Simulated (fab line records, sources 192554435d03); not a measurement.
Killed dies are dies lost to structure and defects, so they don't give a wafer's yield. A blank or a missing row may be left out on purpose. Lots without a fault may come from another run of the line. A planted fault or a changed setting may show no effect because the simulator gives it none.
Which tool did it? | flow n5_finfet | 23 lots, 69 wafers sampled, at 6 steps of a route of 1938

WHAT THE GAUGES READ, wafer by wafer
N5_BEOL_M3_INSPECT_59: inspects for defects (darkfield).
lot  | measured     | on                | raw_defect_count
L074 | day 7 23:11  | defect_inspect-02 | 63 66 51
L075 | day 8 20:03  | defect_inspect-02 | 68 62 109
L076 | day 9 00:21  | defect_inspect-02 | 86 89 63
L077 | day 9 06:17  | defect_inspect-02 | 106 102 82
L078 | day 9 06:50  | defect_inspect-02 | 51 74 56
L079 | day 9 10:31  | defect_inspect-02 | 122 69 70
L082 | day 10 11:08 | defect_inspect-02 | 77 59 58
L083 | day 10 13:20 | defect_inspect-02 | 79 79 79
L081 | day 10 16:28 | defect_inspect-02 | 43 53 43
L080 | day 11 07:40 | defect_inspect-02 | 76 36 81
L084 | day 11 10:12 | defect_inspect-02 | 55 93 79
L085 | day 11 15:24 | defect_inspect-02 | 51 110 84
L088 | day 11 18:08 | defect_inspect-02 | 62 50 55
L087 | day 12 03:59 | defect_inspect-01 | 45 56 73
L086 | day 12 16:18 | defect_inspect-02 | 64 44 67
L089 | day 12 21:34 | defect_inspect-01 | 55 85 62
L091 | day 13 04:14 | defect_inspect-01 | 74 99 73
L090 | day 13 08:28 | defect_inspect-02 | 58 92 56
L092 | day 13 20:32 | defect_inspect-01 | 72 54 62
L093 | day 13 18:41 | defect_inspect-02 | 74 79 63
L094 | day 14 09:34 | defect_inspect-01 | 55 55 66
L096 | day 14 10:22 | defect_inspect-02 | 63 42 39
L095 | day 14 14:31 | defect_inspect-01 | 71 69 58

WHICH TOOL RAN EACH LOT (tool, then ch and the chambers of the sampled wafers, then the start)
lot  | N5_BEOL_M3_HM_OPEN_17             | N5_BEOL_M3_STRIP_19                | N5_BEOL_M3_ETCH_77                 | N5_BEOL_M3_PRE_CLEAN_45      | N5_BEOL_M3_ANNEAL_51
L074 | rie_metal-03 ch 0, day 7 12:59    | rie_diel-03 ch 0,3, day 7 13:09    | rie_diel-06 ch 0,2, day 7 13:51    | pvd_sputter-01, day 7 19:45  | rtp_anneal-01 ch 0, day 7 22:18
L075 | rie_metal-01 ch 0,1, day 8 08:22  | rie_diel-03 ch 0,1,3, day 8 08:33  | rie_diel-03 ch 2,3, day 8 09:14    | pvd_sputter-03, day 8 16:32  | rtp_anneal-01 ch 0, day 8 19:15
L076 | rie_metal-02 ch 0,1, day 8 08:34  | rie_diel-03 ch 0,1,2, day 8 08:51  | rie_diel-03 ch 0,2, day 8 09:31    | pvd_sputter-02, day 8 20:52  | rtp_anneal-02 ch 0, day 8 23:28
L077 | rie_metal-02 ch 0,1, day 8 14:12  | rie_diel-03 ch 1,2,3, day 8 14:19  | rie_diel-02 ch 2,3, day 8 14:52    | pvd_sputter-02, day 9 02:56  | rtp_anneal-02 ch 0, day 9 05:25
L078 | rie_metal-03 ch 0,1, day 8 17:28  | rie_diel-02 ch 1,2, day 8 17:35    | rie_diel-03 ch 0,2, day 8 18:15    | pvd_sputter-03, day 9 03:05  | rtp_anneal-02 ch 0, day 9 05:41
L079 | rie_metal-02 ch 1, day 8 20:16    | rie_diel-03 ch 0,2,3, day 8 20:24  | rie_diel-03 ch 1,3, day 8 21:05    | pvd_sputter-03, day 9 06:34  | rtp_anneal-02 ch 0, day 9 09:38
L082 | rie_metal-01 ch 0,1, day 9 18:15  | rie_diel-06 ch 0,1, day 9 18:22    | rie_diel-03 ch 1,2, day 9 19:02    | pvd_sputter-01, day 10 07:44 | rtp_anneal-02 ch 0, day 10 10:16
L083 | rie_metal-01 ch 0,1, day 9 21:38  | rie_diel-06 ch 1,2,3, day 9 21:55  | rie_diel-02 ch 0,1,2, day 9 22:28  | pvd_sputter-01, day 10 08:08 | rtp_anneal-02 ch 0, day 10 12:26
L081 | rie_metal-02 ch 0,1, day 10 01:34 | rie_diel-03 ch 0,2, day 10 01:49   | rie_diel-02 ch 0,1,3, day 10 02:40 | pvd_sputter-01, day 10 12:07 | rtp_anneal-01 ch 0, day 10 15:38
L080 | rie_metal-03 ch 0,1, day 10 01:48 | rie_diel-02 ch 0,1, day 10 01:55   | rie_diel-02 ch 0,1,2, day 10 03:04 | pvd_sputter-01, day 10 21:38 | rtp_anneal-02 ch 0, day 11 06:43
L084 | rie_metal-01 ch 0,1, day 10 08:59 | rie_diel-06 ch 0,1,2, day 10 09:05 | rie_diel-02 ch 1,3, day 10 09:38   | pvd_sputter-02, day 11 06:43 | rtp_anneal-01 ch 0, day 11 09:20
L085 | rie_metal-03 ch 0,1, day 10 16:30 | rie_diel-02 ch 1,2,3, day 10 16:37 | rie_diel-06 ch 0,2,3, day 10 17:29 | pvd_sputter-03, day 11 11:37 | rtp_anneal-01 ch 0, day 11 14:21
L088 | rie_metal-01 ch 0,1, day 10 22:26 | rie_diel-02 ch 1,2,3, day 10 22:32 | rie_diel-03 ch 0,1, day 10 23:13   | pvd_sputter-01, day 11 14:38 | rtp_anneal-01 ch 0, day 11 17:13
L087 | rie_metal-01 ch 0,1, day 11 02:43 | rie_diel-06 ch 0,1, day 11 02:49   | rie_diel-02 ch 0,1,2, day 11 03:22 | pvd_sputter-03, day 11 22:50 | rtp_anneal-02 ch 0, day 12 03:07
L086 | rie_metal-01 ch 0,1, day 11 06:19 | rie_diel-03 ch 1,3, day 11 06:26   | rie_diel-06 ch 2,3, day 11 06:58   | pvd_sputter-03, day 12 12:37 | rtp_anneal-02 ch 0, day 12 15:28
L089 | rie_metal-02 ch 0, day 11 17:58   | rie_diel-02 ch 1,2,3, day 11 18:14 | rie_diel-02 ch 0,2,3, day 11 18:47 | pvd_sputter-01, day 12 16:32 | rtp_anneal-01 ch 0, day 12 20:25
L091 | rie_metal-03 ch 0,1, day 11 21:16 | rie_diel-06 ch 2,3, day 11 21:34   | rie_diel-02 ch 0,2,3, day 11 22:14 | pvd_sputter-01, day 12 20:36 | rtp_anneal-02 ch 0, day 13 03:22
L090 | rie_metal-02 ch 1, day 11 23:08   | rie_diel-03 ch 0,3, day 11 23:15   | rie_diel-03 ch 1,2, day 11 23:48   | pvd_sputter-01, day 13 04:39 | rtp_anneal-01 ch 0, day 13 07:35
L092 | rie_metal-02 ch 0,1, day 12 13:17 | rie_diel-02 ch 0,3, day 12 13:25   | rie_diel-02 ch 0,2, day 12 14:05   | pvd_sputter-02, day 13 15:38 | rtp_anneal-02 ch 0, day 13 19:40
L093 | rie_metal-01 ch 0,1, day 12 20:14 | rie_diel-06 ch 0,1,2, day 12 20:23 | rie_diel-06 ch 1,2,3, day 12 21:04 | pvd_sputter-02, day 13 15:12 | rtp_anneal-02 ch 0, day 13 17:55
L094 | rie_metal-02 ch 0,1, day 12 21:01 | rie_diel-02 ch 0,1,3, day 12 21:07 | rie_diel-06 ch 0,1,2, day 12 21:40 | pvd_sputter-02, day 14 06:05 | rtp_anneal-02 ch 0, day 14 08:47
L096 | rie_metal-01 ch 0,1, day 13 01:29 | rie_diel-03 ch 0,1, day 13 01:36   | rie_diel-02 ch 0,1,3, day 13 02:09 | pvd_sputter-01, day 14 06:23 | rtp_anneal-02 ch 0, day 14 09:29
L095 | rie_metal-03 ch 1, day 13 08:19   | rie_diel-06 ch 2,3, day 13 08:35   | rie_diel-06 ch 2,3, day 13 09:15   | pvd_sputter-01, day 14 10:46 | rtp_anneal-02 ch 0, day 14 13:37
- N5_BEOL_M3_HM_OPEN_17: chemistry Cl2/BCl3, target TiN, target depth 20 nm, overetch 6 nm.
- N5_BEOL_M3_STRIP_19: strips in O2.
- N5_BEOL_M3_ETCH_77: etches underlayer in N2/H2, target depth 6.5 nm, time 5.2 s.
- N5_BEOL_M3_PRE_CLEAN_45: time 30 s.
- N5_BEOL_M3_ANNEAL_51: time 90 s.

WHAT THE TOOLS THEMSELVES READ (means of the sampled wafers that have a number; where no wafer has one, the mark that the record gives instead)
N5_BEOL_M3_HM_OPEN_17.
lot  | tool         | bias_w (W) | drypump_motor_current_A (A) | oes_product_au (a.u.) | rf_fwd_power_W (W) | throttle_valve_pct (%)
L074 | rie_metal-03 | 125.6      | 5.70                        | 0.54                  | 995                | 22.61
L075 | rie_metal-01 | 126.3      | 5.80                        | 0.78                  | 990                | 22.40
L076 | rie_metal-02 | 125.8      | 5.44                        | 0.70                  | 992                | 22.01
L077 | rie_metal-02 | 125.9      | 5.45                        | 0.71                  | 995                | 22.00
L078 | rie_metal-03 | 126.4      | 5.73                        | 0.63                  | 996                | 22.47
L079 | rie_metal-02 | 126.0      | 5.36                        | 0.71                  | 991                | 22.08
L082 | rie_metal-01 | 125.4      | 5.81                        | 0.78                  | 994                | 22.39
L083 | rie_metal-01 | 126.1      | 5.77                        | 0.77                  | 989                | 22.33
L081 | rie_metal-02 | 126.2      | 5.54                        | 0.70                  | 994                | 21.94
L080 | rie_metal-03 | 126.2      | 5.71                        | 0.61                  | 992                | 22.48
L084 | rie_metal-01 | 126.0      | 5.77                        | 0.77                  | 990                | 22.33
L085 | rie_metal-03 | 126.2      | 5.71                        | 0.69                  | 990                | 22.33
L088 | rie_metal-01 | 126.4      | 5.80                        | 0.76                  | 987                | 22.40
L087 | rie_metal-01 | 125.9      | 5.77                        | 0.77                  | 990                | 22.33
L086 | rie_metal-01 | 125.8      | 5.81                        | 0.76                  | 991                | 22.42
L089 | rie_metal-02 | 125.7      | 5.65                        | 0.68                  | 994                | 21.87
L091 | rie_metal-03 | 126.2      | 5.73                        | 0.62                  | 993                | 22.48
L090 | rie_metal-02 | 126.4      | 5.39                        | 0.70                  | 993                | 22.09
L092 | rie_metal-02 | 125.8      | 5.44                        | 0.69                  | 994                | 22.01
L093 | rie_metal-01 | 126.3      | 5.78                        | 0.75                  | 989                | 22.33
L094 | rie_metal-02 | 126.1      | 5.56                        | 0.69                  | 994                | 21.94
L096 | rie_metal-01 | 126.2      | 5.76                        | 0.74                  | 986                | 22.34
L095 | rie_metal-03 | 126.0      | 5.73                        | 0.73                  | 986                | 22.20

N5_BEOL_M3_STRIP_19.
lot  | tool        | drypump_motor_current_A (A) | oes_product_au (a.u.) | rf_vpp_V (V) | showerhead_plenum_p_Torr (Torr) | throttle_valve_pct (%)
L074 | rie_diel-03 | 5.3                         | 0.80                  | 3.8          | 2.16                            | 16.80
L075 | rie_diel-03 | 5.8                         | 0.80                  | 3.7          | 2.15                            | 16.78
L076 | rie_diel-03 | 5.9                         | 0.78                  | 3.5          | 2.15                            | 16.79
L077 | rie_diel-03 | 5.6                         | 0.73                  | 3.8          | 2.16                            | 16.93
L078 | rie_diel-02 | 5.5                         | 0.77                  | 3.6          | 2.14                            | 16.64
L079 | rie_diel-03 | 5.4                         | 0.77                  | 3.2          | 2.17                            | 16.82
L082 | rie_diel-06 | 5.5                         | 0.90                  | 3.5          | 2.10                            | 16.54
L083 | rie_diel-06 | 5.7                         | 0.78                  | 3.6          | 2.04                            | 16.73
L081 | rie_diel-03 | 5.6                         | 0.74                  | 3.6          | 2.17                            | 16.85
L080 | rie_diel-02 | 5.5                         | 0.81                  | 3.9          | 2.09                            | 16.50
L084 | rie_diel-06 | 5.6                         | 0.84                  | 3.2          | 2.05                            | 16.64
L085 | rie_diel-02 | 5.6                         | 0.76                  | 3.5          | 2.08                            | 16.64
L088 | rie_diel-02 | 5.5                         | 0.77                  | 3.4          | 2.08                            | 16.65
L087 | rie_diel-06 | 5.4                         | 0.86                  | 3.6          | 2.10                            | 16.60
L086 | rie_diel-03 | 5.4                         | 0.75                  | 3.4          | 2.15                            | 16.94
L089 | rie_diel-02 | 5.5                         | 0.76                  | 3.5          | 2.08                            | 16.65
L091 | rie_diel-06 | 5.8                         | 0.72                  | 3.9          | 2.02                            | 16.78
L090 | rie_diel-03 | 5.6                         | 0.81                  | 3.9          | 2.14                            | 16.71
L092 | rie_diel-02 | 5.6                         | 0.74                  | 3.8          | 1.98                            | 16.69
L093 | rie_diel-06 | 5.6                         | 0.82                  | 3.3          | 2.05                            | 16.67
L094 | rie_diel-02 | 5.5                         | 0.78                  | 3.7          | 2.06                            | 16.59
L096 | rie_diel-03 | 6.3                         | 0.78                  | 3.6          | 2.12                            | 16.81
L095 | rie_diel-06 | 5.8                         | 0.71                  | 3.1          | 2.01                            | 16.81

N5_BEOL_M3_ETCH_77.
lot  | tool        | bias_w (W) | drypump_motor_current_A (A) | etch_rf_on_time_s (s) | h2_flow_sccm (sccm) | oes_product_au (a.u.) | rf_fwd_power_W (W) | rf_vpp_V (V) | showerhead_plenum_p_Torr (Torr) | throttle_valve_pct (%)
L074 | rie_diel-06 | 150.1      | 5.7                         | 5.21                  | 200.0               | 0.78                  | 818.5              | 520.5        | 2.46                            | 17.63
L075 | rie_diel-03 | 150.0      | 5.2                         | 5.03                  | 199.7               | 0.61                  | 821.2              | 525.9        | 2.62                            | 18.04
L076 | rie_diel-03 | 150.0      | 5.6                         | 5.32                  | 199.5               | 0.63                  | 818.6              | 527.0        | 2.62                            | 17.96
L077 | rie_diel-02 | 149.6      | 5.6                         | 5.36                  | 200.3               | 0.63                  | 821.1              | 521.9        | 2.44                            | 17.88
L078 | rie_diel-03 | 150.4      | 5.8                         | 5.43                  | 200.1               | 0.68                  | 819.4              | 525.3        | 2.62                            | 18.01
L079 | rie_diel-03 | 150.3      | 5.9                         | 5.13                  | 199.9               | 0.65                  | 816.5              | 523.8        | 2.57                            | 17.90
L082 | rie_diel-03 | 150.0      | 6.1                         | 5.16                  | 200.3               | 0.64                  | 820.4              | 524.9        | 2.56                            | 17.81
L083 | rie_diel-02 | 149.7      | 5.5                         | 5.03                  | 200.0               | 0.70                  | 817.5              | 524.4        | 2.55                            | 17.76
L081 | rie_diel-02 | 150.6      | 5.6                         | 5.22                  | 200.3               | 0.67                  | 819.6              | 523.7        | 2.52                            | 17.79
L080 | rie_diel-02 | 149.7      | 5.5                         | 5.03                  | 200.6               | 0.68                  | 820.3              | 524.5        | 2.55                            | 17.76
L084 | rie_diel-02 | 149.6      | 5.5                         | 5.13                  | 200.1               | 0.69                  | 820.1              | 525.6        | 2.58                            | 17.70
L085 | rie_diel-06 | 150.1      | 5.7                         | 5.28                  | 200.0               | 0.67                  | 819.6              | 522.2        | 2.46                            | 17.82
L088 | rie_diel-03 | 150.2      | 6.2                         | 5.41                  | 200.2               | 0.69                  | 821.0              | 524.9        | 2.59                            | 17.97
L087 | rie_diel-02 | 150.0      | 5.5                         | 5.06                  | 200.2               | 0.68                  | 820.6              | 523.6        | 2.55                            | 17.77
L086 | rie_diel-06 | 150.1      | 5.8                         | 5.20                  | 199.7               | 0.62                  | 820.4              | 521.7        | 2.46                            | 17.96
L089 | rie_diel-02 | 149.8      | 5.6                         | 5.26                  | 200.1               | 0.63                  | 820.3              | 521.7        | 2.46                            | 17.89
L091 | rie_diel-02 | 150.1      | 5.6                         | 5.30                  | 200.0               | 0.63                  | 819.9              | 521.6        | 2.46                            | 17.89
L090 | rie_diel-03 | 150.0      | 6.1                         | 5.22                  | 200.4               | 0.62                  | 818.3              | 522.9        | 2.55                            | 17.82
L092 | rie_diel-02 | 149.9      | 5.5                         | 5.02                  | 199.8               | 0.65                  | 818.4              | 521.4        | 2.49                            | 17.88
L093 | rie_diel-06 | 150.4      | 5.7                         | 5.29                  | 200.3               | 0.64                  | 819.0              | 522.1        | 2.47                            | 17.87
L094 | rie_diel-06 | 150.2      | 5.6                         | 5.25                  | 200.1               | 0.71                  | 822.2              | 521.4        | 2.46                            | 17.73
L096 | rie_diel-02 | 149.9      | 5.5                         | 5.26                  | 200.1               | 0.66                  | 819.8              | 525.0        | 2.51                            | 17.82
L095 | rie_diel-06 | 150.1      | 5.8                         | 5.30                  | 200.6               | 0.63                  | 818.8              | 520.1        | 2.40                            | 17.99

N5_BEOL_M3_PRE_CLEAN_45.
lot  | tool           | heater_power_w (W)
L074 | pvd_sputter-01 | 344
L075 | pvd_sputter-03 | 322
L076 | pvd_sputter-02 | 310
L077 | pvd_sputter-02 | 311
L078 | pvd_sputter-03 | 330
L079 | pvd_sputter-03 | 322
L082 | pvd_sputter-01 | 353
L083 | pvd_sputter-01 | 339
L081 | pvd_sputter-01 | 320
L080 | pvd_sputter-01 | 328
L084 | pvd_sputter-02 | 315
L085 | pvd_sputter-03 | 332
L088 | pvd_sputter-01 | 334
L087 | pvd_sputter-03 | 339
L086 | pvd_sputter-03 | 340
L089 | pvd_sputter-01 | 314
L091 | pvd_sputter-01 | 336
L090 | pvd_sputter-01 | 333
L092 | pvd_sputter-02 | 327
L093 | pvd_sputter-02 | 295
L094 | pvd_sputter-02 | 324
L096 | pvd_sputter-01 | 332
L095 | pvd_sputter-01 | 338

N5_BEOL_M3_ANNEAL_51.
lot  | tool          | anneal_temp_c_max | wafer_temp_C_max
L074 | rtp_anneal-01 | 225.73            | 225.7
L075 | rtp_anneal-01 | 226.19            | 225.7
L076 | rtp_anneal-02 | 225.68            | 226.4
L077 | rtp_anneal-02 | 225.42            | 226.3
L078 | rtp_anneal-02 | 225.73            | 226.0
L079 | rtp_anneal-02 | 225.66            | 226.2
L082 | rtp_anneal-02 | 225.76            | 226.2
L083 | rtp_anneal-02 | 225.61            | 226.3
L081 | rtp_anneal-01 | 225.76            | 225.9
L080 | rtp_anneal-02 | 225.75            | 226.2
L084 | rtp_anneal-01 | 225.83            | 225.7
L085 | rtp_anneal-01 | 225.99            | 225.5
L088 | rtp_anneal-01 | 225.97            | 225.8
L087 | rtp_anneal-02 | 225.92            | 226.0
L086 | rtp_anneal-02 | 225.57            | 226.3
L089 | rtp_anneal-01 | 226.02            | 225.7
L091 | rtp_anneal-02 | 225.66            | 226.3
L090 | rtp_anneal-01 | 226.22            | 225.7
L092 | rtp_anneal-02 | 225.75            | 226.5
L093 | rtp_anneal-02 | 226.00            | 226.1
L094 | rtp_anneal-02 | 225.68            | 226.1
L096 | rtp_anneal-02 | 225.91            | 226.3
L095 | rtp_anneal-02 | 225.47            | 226.4

THE ANSWER, worked out from the rows above alone
Rule: what is usual is taken from the lots themselves. Put in order of their means at a reading, lots are off if they are a third of the lots or fewer, leave a main group of 4 or more, and stand apart from it by a gap of 3 or more times the standard deviation of the main group's means; of several such gaps the widest counts. A main group whose means are all the same, to the digits that the tables above print for the reading, isn't used. A lot without any number at a reading at which 4 lots or more have one is off too. The other lots that the step has rows for count as sound. The gauges are gone through in route order, then the tools' own readings, and for those a lot's mean is taken as printed above. The first step at which some lot is off is used, and at that step the reading that is off furthest; a lot without a number counts as furthest.
No lot is off at any reading shown: from this, nothing can be told.

WHAT THE SIMULATOR HAD PUT IN
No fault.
